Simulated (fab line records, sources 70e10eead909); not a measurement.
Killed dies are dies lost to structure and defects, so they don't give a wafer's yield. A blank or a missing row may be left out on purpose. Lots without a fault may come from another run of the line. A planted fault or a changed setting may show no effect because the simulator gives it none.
Which tool did it? | flow nand_harc | 13 lots, 39 wafers sampled, at 5 steps of a route of 1159

WHAT THE GAUGES READ, wafer by wafer
NHARC_A_M1_THK_MEAS_24: measures by xrf. Usual: thk_nm 154.8 nm, standard deviation 1.5.
lot  | measured     | on            | thk_nm (nm)       | flag
L868 | day 18 00:37 | film_metro-02 | 154.4 151.4 150.4 |
L870 | day 18 03:10 | film_metro-01 | 154.6 155.4 155.5 |
L869 | day 18 01:19 | film_metro-02 | 153.6 155.0 153.6 |
L867 | day 19 03:46 | film_metro-01 | 153.2 155.2 156.6 |
L878 | day 21 14:16 | film_metro-01 | 153.8 155.3 152.8 |
L882 | day 21 21:57 | film_metro-01 | 154.6 155.1 155.0 |
L881 | day 22 03:32 | film_metro-02 | 151.8 152.7 152.2 |
L883 | day 21 15:34 | film_metro-01 | 156.2 155.8 154.6 |
L880 | day 21 22:44 | film_metro-02 | 154.2 155.9 151.7 |
L884 | day 22 07:05 | film_metro-01 | 157.7 153.8 156.1 |
L886 | day 22 15:34 | film_metro-02 | 155.3 153.3 154.9 |
L889 | day 23 13:30 | film_metro-02 | 157.4 153.8 154.5 |
L888 | day 23 12:46 | film_metro-01 | 156.0 154.3 153.5 |

NHARC_END_SORT_01. Usual: killed_at_array 29, standard deviation 11; killed_at_other 0.6, standard deviation 1; killed_at_periphery 3.1, standard deviation 2.1; killed_dies 33, standard deviation 11; killed_open 3.1, standard deviation 1.9; killed_short 1.9, standard deviation 1.5.
lot  | measured     | on        | killed_at_array | killed_at_other | killed_at_periphery | killed_dies | killed_open | killed_short | flag
L878 | day 23 02:41 | prober-01 | 105 98 67       | 0 0 0           | 1 3 2               | 106 101 69  | 3 0 1       | 0 3 2        | OFF
L881 | day 23 18:10 | prober-01 | 28 34 32        | 0 0 1           | 1 0 4               | 29 34 37    | 1 0 2       | 2 3 7        |
L880 | day 23 10:24 | prober-01 | 111 118 85      | 0 0 0           | 0 3 0               | 111 121 85  | 1 1 3       | 0 1 1        | OFF

WHICH TOOL RAN EACH LOT (tool, then ch and the chambers of the sampled wafers, then the start)
lot  | NHARC_A_STAIRCASE_TRIM_196         | NHARC_A_M1_DEP_33               | NHARC_THIN_TSV_STRIP_56
L868 | rie_diel-02 ch 2,3, day 11 14:46   | pecvd-02 ch 0,1,2, day 18 00:56 | plasma_asher-01 ch 0,1, day 19 07:06
L870 | rie_diel-02 ch 0,1, day 11 16:53   | pecvd-02 ch 0,2, day 18 03:30   | plasma_asher-01 ch 0,1, day 19 06:47
L869 | rie_diel-03 ch 0,1,3, day 11 17:11 | pecvd-02 ch 0,2, day 18 01:37   | plasma_asher-01 ch 0,1, day 19 07:47
L867 | rie_diel-11 ch 1,2,3, day 11 20:19 | pecvd-02 ch 0,2, day 19 04:04   | plasma_asher-01 ch 0,1, day 20 10:22
L878 | rie_diel-02 ch 0,1,2, day 14 15:33 | pecvd-02 ch 1,2, day 21 14:52   | plasma_asher-01 ch 0,1, day 22 18:25
L882 | rie_diel-11 ch 0,1,3, day 15 00:19 | pecvd-02 ch 0,2, day 21 22:20   | plasma_asher-02 ch 0,1, day 22 22:51
L881 | rie_diel-03 ch 1,2,3, day 15 01:41 | pecvd-04 ch 0,1, day 22 03:56   | plasma_asher-02 ch 0,1, day 23 04:53
L883 | rie_diel-03 ch 2,3, day 15 03:29   | pecvd-02 ch 0,1,2, day 21 15:53 | plasma_asher-01 ch 0, day 22 19:23
L880 | rie_diel-02 ch 0,1,3, day 15 04:03 | pecvd-01 ch 0,1,2, day 21 23:10 | plasma_asher-02 ch 0,1, day 22 23:40
L884 | rie_diel-11 ch 0,1,3, day 15 15:40 | pecvd-02 ch 0,2, day 22 07:23   | plasma_asher-01 ch 0,1, day 23 15:00
L886 | rie_diel-03 ch 0,1,3, day 15 19:41 | pecvd-01 ch 0,2, day 22 15:55   | plasma_asher-01 ch 0,1, day 23 16:05
L889 | rie_diel-03 ch 1,3, day 16 12:26   | pecvd-02 ch 0,1,2, day 23 13:51 | plasma_asher-02 ch 0,1, day 24 15:31
L888 | rie_diel-11 ch 0,1, day 16 16:11   | pecvd-02 ch 0,2, day 23 13:04   | plasma_asher-02 ch 0,1, day 24 13:37
- NHARC_A_STAIRCASE_TRIM_196: chemistry O2, time 211.2 s.
- NHARC_A_M1_DEP_33: deposits SiCN, target thk 30 nm.
- NHARC_THIN_TSV_STRIP_56: strips in O2.

WHAT THE TOOLS THEMSELVES READ (means of the sampled wafers that have a number; where no wafer has one, the mark that the record gives instead)
NHARC_A_STAIRCASE_TRIM_196. Usual: drypump_motor_current_A 5.8 A, standard deviation 0.47; oes_product_au 0.998 a.u., standard deviation 0.012; rf_vpp_V 57.7 V, standard deviation 0.83; showerhead_plenum_p_Torr 3.50 Torr, standard deviation 0.15; throttle_valve_pct 17.036 %, standard deviation 0.009.
lot  | tool        | drypump_motor_current_A (A) | oes_product_au (a.u.) | rf_vpp_V (V) | showerhead_plenum_p_Torr (Torr) | throttle_valve_pct (%) | flag
L868 | rie_diel-02 | 6.5                         | 1.001                 | 57.8         | 3.42                            | 17.030                 |
L870 | rie_diel-02 | 5.4                         | 0.976                 | 58.2         | 3.55                            | 17.036                 |
L869 | rie_diel-03 | 5.4                         | 0.987                 | 58.0         | 3.46                            | 17.038                 |
L867 | rie_diel-11 | 6.0                         | 0.999                 | 57.9         | 3.51                            | 17.048                 |
L878 | rie_diel-02 | 5.7                         | 0.995                 | 57.4         | 3.40                            | 17.039                 |
L882 | rie_diel-11 | 5.9                         | 1.001                 | 56.9         | 3.47                            | 17.040                 |
L881 | rie_diel-03 | 5.4                         | 1.005                 | 57.7         | 3.47                            | 17.044                 |
L883 | rie_diel-03 | 5.6                         | 1.012                 | 57.4         | 3.55                            | 17.030                 |
L880 | rie_diel-02 | 5.8                         | 0.997                 | 57.3         | 3.55                            | 17.029                 |
L884 | rie_diel-11 | 5.9                         | 1.011                 | 57.9         | 3.47                            | 17.029                 |
L886 | rie_diel-03 | 5.4                         | 0.982                 | 57.8         | 3.44                            | 17.044                 |
L889 | rie_diel-03 | 5.2                         | 0.980                 | 56.8         | 3.38                            | 17.040                 |
L888 | rie_diel-11 | 5.8                         | 1.000                 | 56.5         | 3.52                            | 17.031                 |

NHARC_A_M1_DEP_33. Usual: heater_power_w 577 W, standard deviation 90.
lot  | tool     | heater_power_w (W) | flag
L868 | pecvd-02 | 590                |
L870 | pecvd-02 | 587                |
L869 | pecvd-02 | 597                |
L867 | pecvd-02 | 577                |
L878 | pecvd-02 | 543                |
L882 | pecvd-02 | 584                |
L881 | pecvd-04 | 676                |
L883 | pecvd-02 | 574                |
L880 | pecvd-01 | 548                |
L884 | pecvd-02 | 647                |
L886 | pecvd-01 | 594                |
L889 | pecvd-02 | 574                |
L888 | pecvd-02 | 571                |

NHARC_THIN_TSV_STRIP_56. Usual: drypump_motor_current_A 5.7 A, standard deviation 0.56; heater_power_w 351 W, standard deviation 24; temp_c 249.97 C, standard deviation 0.15.
lot  | tool            | drypump_motor_current_A (A) | heater_power_w (W) | temp_c (C) | flag
L868 | plasma_asher-01 | 5.9                         | 351                | 249.94     |
L870 | plasma_asher-01 | 5.5                         | 332                | 249.95     |
L869 | plasma_asher-01 | 5.5                         | 341                | 250.03     |
L867 | plasma_asher-01 | 5.9                         | 353                | 249.83     |
L878 | plasma_asher-01 | 5.8                         | 355                | 250.01     |
L882 | plasma_asher-02 | 5.5                         | 369                | 249.97     |
L881 | plasma_asher-02 | 5.5                         | 371                | 249.99     |
L883 | plasma_asher-01 | 5.1                         | 325                | 249.99     |
L880 | plasma_asher-02 | 6.0                         | 364                | 249.92     |
L884 | plasma_asher-01 | 5.9                         | 355                | 249.83     |
L886 | plasma_asher-01 | 5.5                         | 336                | 249.81     |
L889 | plasma_asher-02 | 5.5                         | 366                | 249.97     |
L888 | plasma_asher-02 | 6.0                         | 365                | 250.10     |

THE ANSWER, worked out from the rows above alone
Rule: a lot is off if the mean of its wafers that have a number lies more than 3 standard deviations from the usual mean. A lot without any number at a reading at which 4 lots or more have one is off too. The other lots that the step has rows for count as sound. The gauges are gone through in route order, then the tools' own readings, and for those a lot's mean is taken as printed above. The first step at which some lot is off is used, and at that step the reading that is off furthest; a lot without a number counts as furthest.
Off: L878, L880, at NHARC_END_SORT_01 (killed_at_array). Neither off nor sound, because the step has no rows for them: L868, L870, L869, L867, L882, L883, L884, L886, L889, L888.
A tool fits if, at a process step before that reading, it ran every lot that is off, and no sound lot after the first of them. The gauges at NHARC_END_SORT_01 are tried like those tools. One fits: rie_diel-02 at NHARC_A_STAIRCASE_TRIM_196. It ran no sound lot before its first lot that is off in this sample, so the start can't be narrowed down.

WHAT THE SIMULATOR HAD PUT IN
Chamber particle source: rie_diel-02, from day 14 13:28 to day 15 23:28, at NHARC_A_STAIRCASE_TRIM_196. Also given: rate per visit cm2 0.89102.
Lots struck among those shown: L878, L880. The rule above found the same.
